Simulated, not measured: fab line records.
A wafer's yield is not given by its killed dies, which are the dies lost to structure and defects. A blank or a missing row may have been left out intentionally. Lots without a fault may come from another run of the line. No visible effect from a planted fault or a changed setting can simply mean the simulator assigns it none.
The tool behind it: which one? -- flow nand-harc -- 13 lots with 39 wafers sampled at 5 steps, on a route of 1159 steps

== WHAT THE GAUGES SHOWED, per wafer ==
NHARC_END_SORT_01. Usual: killed-at-array 28, standard deviation 11; killed-at-other 0.9, standard deviation 1.2; killed-at-periphery 2.6, standard deviation 2.1; killed-dies 31, standard deviation 11; killed-open 3.1, standard deviation 1.7; killed-short 1.9, standard deviation 1.3.
lot,measured,on,killed-at-array,killed-at-other,killed-at-periphery,killed-dies,killed-open,killed-short,flag
L234,day 26 03:54,prober-01,33 27 22,5 1 3,639 649 652,677 677 677,5 2 3,4 0 2,OFF
L237,day 26 09:20,prober-01,31 26 39,0 1 1,646 650 637,677 677 677,4 4 3,4 1 5,OFF
L236,day 25 23:12,prober-02,23 14 30,3 4 3,651 659 644,677 677 677,2 5 3,0 1 0,OFF

== WHAT TOOL EACH LOT RAN ON (gives the tool, then ch and the chambers of the sampled wafers, and finally the start) ==
lot,NHARC_P_GATE_STRIP_111,NHARC_P_GATE_STRIP_76,NHARC_P_CONTACT_DEP_30,NHARC_P_CONTACT_ETCH_35
L221,"plasma-asher-01 ch 0,1, day 4 18:59","plasma-asher-02 ch 0,1, day 4 20:59","pecvd-02 ch 0,2, day 5 01:05","rie-diel-09 ch 0,3, day 5 02:56"
L222,"plasma-asher-01 ch 0,1, day 5 14:12","plasma-asher-01 ch 0, day 5 16:14","pecvd-02 ch 0,2, day 5 20:23","rie-diel-08 ch 0,1, day 5 22:13"
L223,"plasma-asher-02 ch 0,1, day 5 14:20","plasma-asher-02 ch 0,1, day 5 16:23","pecvd-01 ch 0,1, day 5 21:14","rie-diel-09 ch 0,2,3, day 5 23:02"
L224,"plasma-asher-02 ch 0,1, day 5 22:40","plasma-asher-01 ch 0,1, day 6 00:43","pecvd-01 ch 0,1, day 6 04:53","rie-diel-06 ch 1,2,3, day 6 06:40"
L225,"plasma-asher-01 ch 0,1, day 6 04:53","plasma-asher-01 ch 0, day 6 06:43","pecvd-02 ch 1,2, day 6 10:50","rie-diel-06 ch 0,1,2, day 6 12:40"
L226,"plasma-asher-01 ch 0,1, day 6 13:08","plasma-asher-02 ch 0,1, day 6 15:02","pecvd-03 ch 0,1,2, day 6 19:20","rie-diel-08 ch 0,1, day 6 20:55"
L231,"plasma-asher-01 ch 0,1, day 7 12:19","plasma-asher-01 ch 0,1, day 7 14:19","pecvd-01 ch 1,2, day 7 19:11","rie-diel-06 ch 2,3, day 7 20:52"
L232,"plasma-asher-01 ch 0,1, day 8 13:47","plasma-asher-01 ch 0,1, day 8 15:43","pecvd-03 ch 0,1,2, day 8 20:30","rie-diel-08 ch 1,2, day 8 22:07"
L233,"plasma-asher-01 ch 0, day 8 14:55","plasma-asher-01 ch 0,1, day 8 17:17","pecvd-03 ch 0,1, day 8 22:40","rie-diel-06 ch 0,2,3, day 9 00:18"
L234,"plasma-asher-01 ch 0,1, day 8 22:08","plasma-asher-01 ch 0,1, day 9 00:02","pecvd-02 ch 0,1,2, day 9 04:15","rie-diel-08 ch 1,2,3, day 9 05:52"
L237,"plasma-asher-02 ch 0,1, day 9 02:58","plasma-asher-02 ch 0,1, day 9 04:59","pecvd-02 ch 0,1, day 9 09:12","rie-diel-08 ch 0,3, day 9 11:01"
L236,"plasma-asher-01 ch 1, day 9 03:57","plasma-asher-02 ch 0, day 9 05:59","pecvd-02 ch 0,2, day 9 10:20","rie-diel-08 ch 0,1, day 9 12:10"
L243,"plasma-asher-01 ch 0,1, day 10 16:50","plasma-asher-02 ch 0,1, day 10 18:52","pecvd-03 ch 0,2, day 10 22:58","rie-diel-06 ch 0,1, day 11 00:44"
- NHARC_P_GATE_STRIP_111: strips in N2/H2, time 250 s.
- NHARC_P_GATE_STRIP_76: strips in O2.
- NHARC_P_CONTACT_DEP_30: deposits SiNx, target thk 30 nm.
- NHARC_P_CONTACT_ETCH_35: etches the open film in CF4, target depth 39 nm, time 65 s.

== WHAT THE TOOLS THEMSELVES READ (means of the sampled wafers that have a number; where no wafer has one, the mark that the record gives instead) ==
NHARC_P_GATE_STRIP_111. Usual: drypump-motor-current-A 5.8 A, standard deviation 0.41; heater-power-w 91 W, standard deviation 6.6.
lot,tool,drypump-motor-current-A (A),heater-power-w (W),flag
L221,plasma-asher-01,5.7,86,
L222,plasma-asher-01,5.7,85,
L223,plasma-asher-02,5.6,100,
L224,plasma-asher-02,5.6,99,
L225,plasma-asher-01,5.6,87,
L226,plasma-asher-01,5.7,87,
L231,plasma-asher-01,5.7,87,
L232,plasma-asher-01,5.6,87,
L233,plasma-asher-01,5.7,86,
L234,plasma-asher-01,5.6,88,
L237,plasma-asher-02,5.6,100,
L236,plasma-asher-01,5.7,86,
L243,plasma-asher-01,5.7,87,

NHARC_P_GATE_STRIP_76. Usual: drypump-motor-current-A 5.8 A, standard deviation 0.46; heater-power-w 348 W, standard deviation 25.
lot,tool,drypump-motor-current-A (A),heater-power-w (W),flag
L221,plasma-asher-02,5.6,381,
L222,plasma-asher-01,5.7,325,
L223,plasma-asher-02,6.1,371,
L224,plasma-asher-01,5.7,321,
L225,plasma-asher-01,5.7,328,
L226,plasma-asher-02,6.1,372,
L231,plasma-asher-01,5.7,328,
L232,plasma-asher-01,5.6,322,
L233,plasma-asher-01,5.6,330,
L234,plasma-asher-01,5.7,325,
L237,plasma-asher-02,6.1,374,
L236,plasma-asher-02,5.2,383,
L243,plasma-asher-02,5.6,374,

NHARC_P_CONTACT_DEP_30. Usual: heater-power-w 723 W, standard deviation 60.
lot,tool,heater-power-w (W),flag
L221,pecvd-02,821,
L222,pecvd-02,789,
L223,pecvd-01,713,
L224,pecvd-01,717,
L225,pecvd-02,736,
L226,pecvd-03,643,
L231,pecvd-01,682,
L232,pecvd-03,659,
L233,pecvd-03,647,
L234,pecvd-02,682,
L237,pecvd-02,716,
L236,pecvd-02,725,
L243,pecvd-03,717,

NHARC_P_CONTACT_ETCH_35. Usual: bias-w 100.0 W (standard deviation 0.31); cf4-flow-sccm 150.0 sccm (standard deviation 0.46); drypump-motor-current-A 5.5 A (standard deviation 0.34); oes-product-au 0.999 a.u. (standard deviation 0.0076); rf-vpp-V 151.6 V (standard deviation 1.4); showerhead-plenum-p-Torr 1.80 Torr (standard deviation 0.084); throttle-valve-pct 13.284 % (standard deviation 0.0093).
lot,tool,bias-w (W),cf4-flow-sccm (sccm),drypump-motor-current-A (A),oes-product-au (a.u.),rf-vpp-V (V),showerhead-plenum-p-Torr (Torr),throttle-valve-pct (%),flag
L221,rie-diel-09,100.2,150.3,5.1,0.994,150.9,1.77,13.290,
L222,rie-diel-08,100.3,149.7,5.2,1.008,151.6,1.77,13.285,
L223,rie-diel-09,99.5,150.4,5.1,0.997,151.4,1.77,13.278,
L224,rie-diel-06,100.2,149.7,5.6,0.992,152.4,1.85,13.292,
L225,rie-diel-06,100.1,149.9,5.8,1.005,151.4,1.77,13.283,
L226,rie-diel-08,100.1,149.8,5.2,1.004,151.9,1.79,13.284,
L231,rie-diel-06,100.3,149.8,5.3,0.997,151.7,1.84,13.283,
L232,rie-diel-08,100.1,150.0,5.7,0.998,153.0,1.86,13.289,
L233,rie-diel-06,100.1,150.8,5.5,0.999,150.8,1.77,13.279,
L234,rie-diel-08,-,-,-,-,-,-,-,OFF
L237,rie-diel-08,-,-,-,-,-,-,-,OFF
L236,rie-diel-08,-,-,-,-,-,-,-,OFF
L243,rie-diel-06,100.0,150.2,6.0,1.002,151.6,1.81,13.277,

== THE ANSWER, worked out from the rows above alone ==
Rule: a lot counts as off when the mean over its wafers that have a number is more than 3 standard deviations away from the usual mean. Also off: a lot with no number at a reading for which 4 or more lots have one. Any other lot the step has rows for is counted as sound. The gauges are gone through in route order, then the tools' own readings, and for those a lot's mean is taken as printed above. At the first step where some lot is off, the reading lying furthest off is the one used; lots without a number count as furthest.
Off at NHARC_END_SORT_01 (killed-at-periphery): L234, L237, L236. Neither off nor sound, because the step has no rows for them: L221, L222, L223, L224, L225, L226, L231, L232, L233, L243.
If a tool, at a process step before that reading, ran all the lots that are off and no sound lot after the first of them, it fits. The gauges at NHARC_END_SORT_01 aren't tried: what is off there is off at NHARC_P_CONTACT_ETCH_35 too, on other tools, and a gauge's error can't cause that. This does not decide it: 2 tools fit, namely pecvd-02 at NHARC_P_CONTACT_DEP_30 and rie-diel-08 at NHARC_P_CONTACT_ETCH_35.

== WHAT THE SIMULATOR PUT IN ==
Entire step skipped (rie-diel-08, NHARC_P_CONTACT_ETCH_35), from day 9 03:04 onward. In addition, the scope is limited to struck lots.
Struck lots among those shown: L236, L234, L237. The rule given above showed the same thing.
